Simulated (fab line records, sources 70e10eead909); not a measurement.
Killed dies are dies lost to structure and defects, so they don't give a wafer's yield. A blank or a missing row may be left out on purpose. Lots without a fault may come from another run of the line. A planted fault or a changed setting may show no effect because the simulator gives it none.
fab line records | flow nand_harc
record lots=6 wafers=18 last_day=34
route steps=1302 shown A_ONON_D2@546
lots that met no fault: from a run of the same line without faults
start_h: hours from the record's first day to the start of the lot's first wafer shown | wait_h: hours since the lot's step before | " the same as in the row above | L1.1+2: a row that stands for several wafers | - no value, or no start given | * or withheld: withheld | < > ~ a bound
route shown NAME@n: a module of which the file shows steps, and the number in the route of the first | usual: mean/standard deviation of fault-free wafers | same: alike in all rows | chamber/n: place in a boat | sites: the reading at each site | _std_site: their standard deviation | _edge_site: outer sites' mean less inner sites' | radius_mm: how far each site lies from the wafer's centre | mask NAME#n: copy n | behind: the tool/chamber that last shaped the wafer | hold: why the lot was held/for how many hours/how that ended | device: the transistor (n, p or np) that didn't switch | end of line: the same wafers' tests at the end of the route | a step without rows: its recipe alone | killed: dies lost to structure and defects at the first sort, not the wafer's yield | map: a wafer's dies, x killed, . not, _ none there
set.NAME: the setting as run; set.NAME@STEP: as run at that earlier step | model.NAME: the simulator's own value behind a step, which no gauge read
lots at some steps of the route; a table a step, a row a wafer
services: from which hour (start_h, from the record's first day; less than 0 if before it) a tool's chamber was out of use, for how many hours, and why
## steps
# step NHARC_A_ONON_D2_THK_MEAS_02
# recipe thk_meas_gauge=ellipsometry
# usual thk_nm=997/10
# columns lot.wafer tool chamber start_h wait_h thk_nm
L157.1 film_metro-01 - 293.11 - 995
L157.2 " - " " 995
L157.4 " - " " 994
L169.1 film_metro-01 - 403.59 - 986
L169.2 " - " " 984
L169.5 " - " " 985
L171.3 film_metro-01 - 423.14 - 992
L171.4 " - " " 991
L171.5 " - " " 991
L176.3 film_metro-01 - 480.64 - 1016
L176.5 " - " " 1017
L176.6 " - " " 1016
L177.1 film_metro-02 - 490.90 - 992
L177.3 " - " " 994
L177.4 " - " " 994
L179.3 film_metro-02 - 517.56 - 993
L179.4 " - " " 993
L179.6 " - " " 994
# step NHARC_A_ONON_D2_DEP_03
# recipe target_thk_a=10000 n2_flow_sccm=2750 n2o_flow_sccm=2000 nh3_flow_sccm=500 sih4_flow_sccm=210 temp_c=400
# step NHARC_A_ONON_D2_THK_MEAS_05
# recipe thk_meas_gauge=ellipsometry
# usual thk_nm=1000/8.8
# columns lot.wafer tool chamber start_h wait_h thk_nm
L157.1 film_metro-01 - 293.67 - 1008
L157.2 " - " " 1008
L157.4 " - " " 1009
L169.1 film_metro-01 - 404.15 - 989
L169.2 " - " " 989
L169.5 " - " " 989
L171.3 film_metro-01 - 423.71 - 1003
L171.4 " - " " 1002
L171.5 " - " " 1002
L176.3 film_metro-01 - 481.21 - 1005
L176.5 " - " " 1006
L176.6 " - " " 1004
L177.1 film_metro-01 - 491.47 - 993
L177.3 " - " " 992
L177.4 " - " " 993
L179.3 film_metro-02 - 518.12 - 984
L179.4 " - " " 984
L179.6 " - " " 986
# step NHARC_A_ONON_D2_DEP_06
# recipe target_thk_a=10000 n2_flow_sccm=2750 n2o_flow_sccm=2000 nh3_flow_sccm=500 sih4_flow_sccm=210 temp_c=400
# step NHARC_A_ONON_D2_THK_MEAS_08
# recipe thk_meas_gauge=ellipsometry
# usual thk_nm=1001/8.1
# columns lot.wafer tool chamber start_h wait_h thk_nm
L157.1 film_metro-02 - 294.24 - 1005
L157.2 " - " " 1006
L157.4 " - " " 1005
L169.1 film_metro-02 - 404.72 - 1000
L169.2 " - " " 1001
L169.5 " - " " 1000
L171.3 film_metro-01 - 424.28 - 994
L171.4 " - " " 995
L171.5 " - " " 994
L176.3 film_metro-01 - 481.78 - 1005
L176.5 " - " " 1004
L176.6 " - " " 1003
L177.1 film_metro-01 - 492.03 - 993
L177.3 " - " " 996
L177.4 " - " " 995
L179.3 film_metro-02 - 518.69 - 992
L179.4 " - " " 991
L179.6 " - " " 993
# step NHARC_A_ONON_D2_DEP_09
# recipe target_thk_a=10000 n2_flow_sccm=2750 n2o_flow_sccm=2000 nh3_flow_sccm=500 sih4_flow_sccm=210 temp_c=400
# step NHARC_A_ONON_D2_THK_MEAS_11
# recipe thk_meas_gauge=ellipsometry
# usual thk_nm=999/8.4
# columns lot.wafer tool chamber start_h wait_h thk_nm
L157.1 film_metro-01 - 294.80 - 1000
L157.2 " - " " 1002
L157.4 " - " " 1002
L169.1 film_metro-02 - 405.29 - 996
L169.2 " - " " 997
L169.5 " - " " 996
L171.3 film_metro-01 - 424.85 - 996
L171.4 " - " " 999
L171.5 " - " " 998
L176.3 film_metro-02 - 482.34 - 1006
L176.5 " - " " 1007
L176.6 " - " " 1006
L177.1 film_metro-02 - 492.60 - 1009
L177.3 " - " " 1010
L177.4 " - " " 1012
L179.3 film_metro-02 - 519.26 - 1009
L179.4 " - " " 1008
L179.6 " - " " 1009
# step NHARC_A_ONON_D2_DEP_12
# recipe target_thk_a=10000 n2_flow_sccm=2750 n2o_flow_sccm=2000 nh3_flow_sccm=500 sih4_flow_sccm=210 temp_c=400
# step NHARC_A_ONON_D2_THK_MEAS_14
# recipe thk_meas_gauge=ellipsometry
# usual thk_nm=1001/11
# columns lot.wafer tool chamber start_h wait_h thk_nm
L157.1 film_metro-02 - 295.37 - 1007
L157.2 " - " " 1008
L157.4 " - " " 1010
L169.1 film_metro-01 - 405.85 - 1011
L169.2 " - " " 1013
L169.5 " - " " 1012
L171.3 film_metro-01 - 425.42 - 1003
L171.4 " - " " 1002
L171.5 " - " " 1004
L176.3 film_metro-01 - 482.91 - 987
L176.5 " - " " 988
L176.6 " - " " 986
L177.1 film_metro-01 - 493.17 - 993
L177.3 " - " " 992
L177.4 " - " " 992
L179.3 film_metro-01 - 519.82 - 1002
L179.4 " - " " 1004
L179.6 " - " " 1002
# step NHARC_A_ONON_D2_ANNEAL_15
# recipe temp_c=750 time_s=3600
# step NHARC_A_ONON_D2_DEP_16
# recipe target_thk_a=10000 n2_flow_sccm=2750 n2o_flow_sccm=2000 nh3_flow_sccm=500 sih4_flow_sccm=210 temp_c=400
# step NHARC_A_ONON_D2_THK_MEAS_18
# recipe thk_meas_gauge=ellipsometry
# usual thk_nm=997/12
# columns lot.wafer tool chamber start_h wait_h thk_nm
L157.1 film_metro-01 - 305.01 - 1000
L157.2 " - " " 1000
L157.4 " - " " 1000
L169.1 film_metro-01 - 413.22 - 1022
L169.2 " - " " 1026
L169.5 " - " " 1022
L171.3 film_metro-01 - 433.23 - 1003
L171.4 " - " " 1003
L171.5 " - " " 1002
L176.3 film_metro-02 - 493.72 - 977
L176.5 " - " " 978
L176.6 " - " " 977
L177.1 film_metro-01 - 503.80 - 991
L177.3 " - " " 991
L177.4 " - " " 989
L179.3 film_metro-02 - 527.51 - 981
L179.4 " - " " 983
L179.6 " - " " 981
# step NHARC_A_ONON_D2_DEP_19
# recipe target_thk_a=10000 n2_flow_sccm=2750 n2o_flow_sccm=2000 nh3_flow_sccm=500 sih4_flow_sccm=210 temp_c=400
# columns lot.wafer tool chamber start_h wait_h
L157.1+2+4 pecvd_onon-01 0 305.19 0.2
L169.1+2+5 pecvd_onon-03 0 413.28 0.1
L171.3+4+5 pecvd_onon-03 0 433.40 0.2
L176.3+5+6 pecvd_onon-02 0 493.89 0.2
L177.1+3+4 pecvd_onon-03 0 503.86 0.1
L179.3+4+6 pecvd_onon-03 0 527.68 0.2
# step NHARC_A_ONON_D2_THK_MEAS_21
# recipe thk_meas_gauge=ellipsometry
# usual thk_nm=1000/9
# columns lot.wafer tool chamber start_h wait_h hold thk_nm
L157.1 film_metro-02 - 305.70 - - 999
L157.2 " - " " - 997
L157.4 " - " " - 999
L169.1 film_metro-02 - 413.79 - await_dispo/0.2h/release 508
L169.2 " - " " await_dispo/0.2h/release 507
L169.5 " - " " await_dispo/0.2h/release 509
L169.1 film_metro-02 - 413.96 0.2 - 507
L169.2 " - " " - 509
L169.5 " - " " - 507
L171.3 film_metro-01 - 433.80 - await_dispo/0.2h/release 501
L171.4 " - " " await_dispo/0.2h/release 501
L171.5 " - " " await_dispo/0.2h/release 504
L171.3 film_metro-01 - 433.97 0.2 - 502
L171.4 " - " " - 502
L171.5 " - " " - 502
L176.3 film_metro-02 - 494.29 - - 1006
L176.5 " - " " - 1005
L176.6 " - " " - 1005
L177.1 film_metro-02 - 504.37 - - 996
L177.3 " - " " - 995
L177.4 " - " " - 998
L179.3 film_metro-01 - 528.08 - - 986
L179.4 " - " " - 986
L179.6 " - " " - 986
## services
# columns tool chamber start_h hours kind
pecvd_onon-03 - 304.18 1.9 repair
pecvd_onon-02 - 366.27 13.0 pm
pecvd_onon-03 - 413.75 13.0 pm
pecvd_onon-01 - 450.00 13.0 pm
## key
first_sign step=NHARC_A_ONON_D2_THK_MEAS_21 reading=visit direction=added
effect step=NHARC_A_ONON_D2_THK_MEAS_21 reading=thk_nm direction=down sigmas=55 usual=1000 struck=505
met_at NHARC_A_ONON_D2_DEP_19
struck_wafers L169.1,L169.2,L169.5,L171.3,L171.4,L171.5
scrapped_behind NHARC_A_ONON_D2_THK_MEAS_21 L169.1,L169.2,L169.5,L171.3,L171.4,L171.5
fault kind=process_parameter_drift tool=pecvd_onon-03 chamber=0 onset_h=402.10 steps=NHARC_A_ONON_D2_DEP_19 channel=target_thk_a offset=* shape=step end_h=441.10 acts_in=* stated=*
